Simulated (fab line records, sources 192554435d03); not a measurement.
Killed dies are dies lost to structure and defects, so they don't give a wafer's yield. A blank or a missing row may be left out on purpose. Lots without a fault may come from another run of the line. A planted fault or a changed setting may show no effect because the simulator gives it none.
Which tool did it? | flow n5_finfet | 9 lots, 25 wafers sampled, at 5 steps of a route of 1938

WHAT THE GAUGES READ, wafer by wafer
N5_FIN_SAQP_OVL_MEAS_17. Usual: FIN_CORE_OVL 0.0 nm, standard deviation 0.77.
lot  | measured    | on         | FIN_CORE_OVL (nm) | flag
L830 | day 2 04:00 | overlay-02 | -0.5 0.3 0.5      |
L831 | day 2 09:43 | overlay-01 | 1.2 1.3 0.4       |
L833 | day 2 22:33 | overlay-01 | -1.3 0.2 -1.1     |
L836 | day 3 15:06 | overlay-01 | 1.3 1.1           |
L837 | day 3 22:13 | overlay-01 | -0.5 -0.5 -0.1    |
L842 | day 5 06:21 | overlay-02 | -1.0 -0.2 -1.5    |
L843 | day 5 10:28 | overlay-01 | -1.4 -1.7         |
L851 | day 7 10:14 | overlay-01 | -0.4 -1.3 -0.3    |
L852 | day 7 15:42 | overlay-01 | -0.4 -0.9 -1.2    |

N5_BEOL_M4_RC_MEAS_101. Usual: DIBL_N 37.0 mV/V, standard deviation 1.6; DIBL_P 37.0 mV/V, standard deviation 2.1; IOFF_N 0.17 nA/um, standard deviation 0.032; IOFF_P 0.22 nA/um, standard deviation 0.043; ION_N 679 uA/um, standard deviation 13; ION_P 465 uA/um, standard deviation 9.5; SS_N 71.7 mV/dec, standard deviation 0.59; SS_P 73.6 mV/dec, standard deviation 0.64; VT_N 249 mV, standard deviation 3.2; VT_P -249 mV, standard deviation 4.1.
lot  | measured     | on        | DIBL_N (mV/V)  | DIBL_P (mV/V)  | IOFF_N (nA/um) | IOFF_P (nA/um) | ION_N (uA/um) | ION_P (uA/um) | SS_N (mV/dec)  | SS_P (mV/dec)  | VT_N (mV)   | VT_P (mV)      | flag
L830 | day 10 13:54 | prober-01 | 36.1 37.5 37.3 | 36.0 37.2 38.1 | 0.16 0.19 0.18 | 0.21 0.23 0.24 | 678 689 684   | 468 465 471   | 71.3 71.9 71.9 | 73.6 73.3 73.5 | 247 245 245 | -248 -249 -250 |
L831 | day 10 23:23 | prober-01 | 37.1 36.9 35.1 | 37.7 37.9 35.9 | 0.15 0.15 0.13 | 0.20 0.20 0.19 | 663 678 679   | 453 467 467   | 72.1 71.6 71.2 | 74.2 74.0 73.1 | 252 253 253 | -254 -254 -250 |
L833 | day 10 21:41 | prober-02 | 39.1 34.8 36.4 | 40.2 35.0 37.1 | 0.24 0.13 0.18 | 0.30 0.19 0.23 | 680 659 685   | 467 463 468   | 72.0 71.8 72.3 | 74.4 73.2 73.3 | 245 254 250 | -247 -249 -248 |
L836 | day 12 13:52 | prober-01 | 39.5 38.1      | 38.6 37.6      | 0.20 0.16      | 0.24 0.23      | 681 688       | 461 471       | 72.1 71.3      | 72.5 73.8      | 247 249     | -249 -249      |
L837 | day 13 07:55 | prober-01 | 38.4 38.3 37.5 | 38.6 39.0 37.0 | 0.20 0.21 0.18 | 0.24 0.25 0.22 | 692 705 677   | 471 473 462   | 71.3 71.4 71.6 | 73.9 74.3 73.4 | 246 243 249 | -247 -247 -248 |
L842 | day 13 18:02 | prober-02 | 35.3 36.5 37.6 | 33.1 34.2 36.0 | 0.14 0.16 0.18 | 0.21 0.23 0.25 | 687 680 684   | 479 470 471   | 71.6 71.4 72.2 | 72.5 73.4 73.7 | 248 251 248 | -247 -245 -245 |
L843 | day 14 08:27 | prober-02 | 38.4 35.5      | 38.5 34.1      | 0.21 0.15      | 0.31 0.22      | 691 667       | 481 459       | 72.2 71.4      | 73.4 73.4      | 244 249     | -243 -248      |
L851 | day 16 15:03 | prober-02 | 38.4 39.6 39.7 | 39.5 40.4 40.2 | 0.22 0.26 0.25 | 0.32 0.36 0.35 | 700 719 707   | 492 489 487   | 71.9 72.6 72.2 | 74.2 75.2 74.7 | 243 241 242 | -240 -240 -238 |
L852 | day 16 17:29 | prober-01 | 35.9 35.7 36.5 | 33.4 34.1 36.1 | 0.13 0.14 0.16 | 0.17 0.18 0.22 | 649 667 661   | 447 449 460   | 71.5 71.5 72.2 | 72.9 73.3 73.4 | 253 248 249 | -255 -253 -251 |

WHICH TOOL RAN EACH LOT (tool, then ch and the chambers of the sampled wafers, then the start)
lot  | N5_FIN_SAQP_ETCH_51               | N5_FIN_SAQP_MANDREL_ETCH_22     | N5_FIN_SAQP_SPACER1_ALD_24
L830 | rie_diel-05 ch 1,2,3, day 2 04:05 | rie_si-01 ch 0,1,3, day 2 04:20 | ald_sin-03 ch 0,1,2, day 2 05:16
L831 | rie_diel-05 ch 1,2,3, day 2 09:48 | rie_si-06 ch 1,2, day 2 10:03   | ald_sin-04 ch 0,1, day 2 11:46
L833 | rie_diel-05 ch 2,3, day 2 22:39   | rie_si-02 ch 0,1,2, day 2 22:54 | ald_sin-02 ch 0,1,3, day 2 23:55
L836 | rie_diel-03 ch 0, day 3 15:11     | rie_si-06 ch 2, day 3 15:26     | ald_sin-04 ch 1, day 3 16:15
L837 | rie_diel-02 ch 1,2,3, day 3 22:20 | rie_si-01 ch 0,1,3, day 3 22:34 | ald_sin-02 ch 0,3, day 3 23:22
L842 | rie_diel-02 ch 1,2,3, day 5 06:39 | rie_si-01 ch 0,2,3, day 5 06:54 | ald_sin-04 ch 0,1,2, day 5 07:42
L843 | rie_diel-05 ch 1,3, day 5 10:35   | rie_si-01 ch 1,3, day 5 10:50   | ald_sin-02 ch 0,3, day 5 11:38
L851 | rie_diel-03 ch 2,3, day 7 10:25   | rie_si-06 ch 1,3, day 7 10:40   | ald_sin-03 ch 0,2, day 7 11:28
L852 | rie_diel-05 ch 0,1,2, day 7 15:51 | rie_si-02 ch 0,2,3, day 7 16:05 | ald_sin-04 ch 0,3, day 7 16:55
- N5_FIN_SAQP_ETCH_51: etches SiARC in CF4, target depth 45.5 nm, time 75.8 s.
- N5_FIN_SAQP_MANDREL_ETCH_22: etches a-Si in HBr/Cl2, stops on SiNx, target depth 60 nm, bt time 10 s, time 30 s.
- N5_FIN_SAQP_SPACER1_ALD_24: deposits SiO2, target thk 20.3 nm, pulse time 1 s, purge time 2 s.

WHAT THE TOOLS THEMSELVES READ (means of the sampled wafers that have a number; where no wafer has one, the mark that the record gives instead)
N5_FIN_SAQP_ETCH_51. Usual: chamber_pressure_mTorr 40.00 mTorr, standard deviation 0.035; drypump_motor_current_A 5.9 A, standard deviation 0.58; etch_rf_on_time_s 75.9 s, standard deviation 1.7; oes_product_au 0.67 a.u., standard deviation 0.081; rf_vpp_V 183.7 V, standard deviation 1.2; showerhead_plenum_p_Torr 2.12 Torr, standard deviation 0.08; throttle_valve_pct 15.52 %, standard deviation 0.25.
lot  | tool        | chamber_pressure_mTorr (mTorr) | drypump_motor_current_A (A) | etch_rf_on_time_s (s) | oes_product_au (a.u.) | rf_vpp_V (V) | showerhead_plenum_p_Torr (Torr) | throttle_valve_pct (%) | flag
L830 | rie_diel-05 | 40.00                          | 5.4                         | 75.8                  | 0.70                  | 184.4        | 2.15                            | 15.24                  |
L831 | rie_diel-05 | 39.97                          | 5.4                         | 76.0                  | 0.69                  | 185.0        | 2.15                            | 15.25                  |
L833 | rie_diel-05 | 40.03                          | 5.5                         | 76.8                  | 0.69                  | 183.6        | 2.16                            | 15.25                  |
L836 | rie_diel-03 | 39.99                          | 5.0                         | 77.5                  | 0.62                  | 183.8        | 2.13                            | 15.32                  |
L837 | rie_diel-02 | 40.01                          | 6.3                         | 76.1                  | 0.68                  | 183.3        | 2.14                            | 15.52                  |
L842 | rie_diel-02 | 40.03                          | 6.3                         | 74.6                  | 0.75                  | 184.0        | 2.13                            | 15.37                  |
L843 | rie_diel-05 | 39.98                          | 5.2                         | 77.0                  | 0.63                  | 183.7        | 2.13                            | 15.39                  |
L851 | rie_diel-03 | 40.02                          | 5.8                         | 75.2                  | 0.57                  | 182.8        | 2.02                            | 15.72                  |
L852 | rie_diel-05 | 39.99                          | 5.8                         | 76.6                  | 0.64                  | 183.5        | 2.10                            | 15.57                  |

N5_FIN_SAQP_MANDREL_ETCH_22. Usual: chamber_pressure_mTorr 9.999 mTorr, standard deviation 0.0089; drypump_motor_current_A 5.7 A, standard deviation 0.41; mfc_cl2_sccm 79.99 sccm, standard deviation 0.24; oes_product_au 0.766 a.u., standard deviation 0.01; throttle_valve_pct 35.2 %, standard deviation 0.47.
lot  | tool      | chamber_pressure_mTorr (mTorr) | drypump_motor_current_A (A) | mfc_cl2_sccm (sccm) | oes_product_au (a.u.) | throttle_valve_pct (%) | flag
L830 | rie_si-01 | 9.999                          | 5.6                         | 80.02               | 0.782                 | 35.4                   |
L831 | rie_si-06 | 9.999                          | 5.9                         | 79.70               | 0.766                 | 35.6                   |
L833 | rie_si-02 | 9.996                          | 5.8                         | 80.15               | 0.764                 | 35.2                   |
L836 | rie_si-06 | 10.000                         | 5.7                         | 80.15               | 0.768                 | 35.6                   |
L837 | rie_si-01 | 10.002                         | 5.6                         | 79.89               | 0.777                 | 35.4                   |
L842 | rie_si-01 | 9.999                          | 5.8                         | 79.93               | 0.765                 | 34.9                   |
L843 | rie_si-01 | 10.006                         | 5.6                         | 79.98               | 0.768                 | 35.6                   |
L851 | rie_si-06 | 9.999                          | 6.0                         | 79.99               | 0.766                 | 35.4                   |
L852 | rie_si-02 | 9.993                          | 5.6                         | 80.08               | 0.768                 | 35.4                   |

N5_FIN_SAQP_SPACER1_ALD_24. Usual: heater_power_w 496 W, standard deviation 35; precursor_pulse_height_rel 1.003, standard deviation 0.021.
lot  | tool       | heater_power_w (W) | precursor_pulse_height_rel | flag
L830 | ald_sin-03 | 485                | 1.034                      |
L831 | ald_sin-04 | 504                | 1.001                      |
L833 | ald_sin-02 | 471                | 0.993                      |
L836 | ald_sin-04 | 483                | 1.012                      |
L837 | ald_sin-02 | 510                | 1.004                      |
L842 | ald_sin-04 | 506                | 0.999                      |
L843 | ald_sin-02 | 492                | 0.985                      |
L851 | ald_sin-03 | 496                | 1.004                      |
L852 | ald_sin-04 | 513                | 1.015                      |

THE ANSWER, worked out from the rows above alone
Rule: a lot is off if the mean of its wafers that have a number lies more than 3 standard deviations from the usual mean. A lot without any number at a reading at which 4 lots or more have one is off too. The other lots that the step has rows for count as sound. The gauges are gone through in route order, then the tools' own readings, and for those a lot's mean is taken as printed above. The first step at which some lot is off is used, and at that step the reading that is off furthest; a lot without a number counts as furthest.
No lot is off at any reading shown: from this, nothing can be told.

WHAT THE SIMULATOR HAD PUT IN
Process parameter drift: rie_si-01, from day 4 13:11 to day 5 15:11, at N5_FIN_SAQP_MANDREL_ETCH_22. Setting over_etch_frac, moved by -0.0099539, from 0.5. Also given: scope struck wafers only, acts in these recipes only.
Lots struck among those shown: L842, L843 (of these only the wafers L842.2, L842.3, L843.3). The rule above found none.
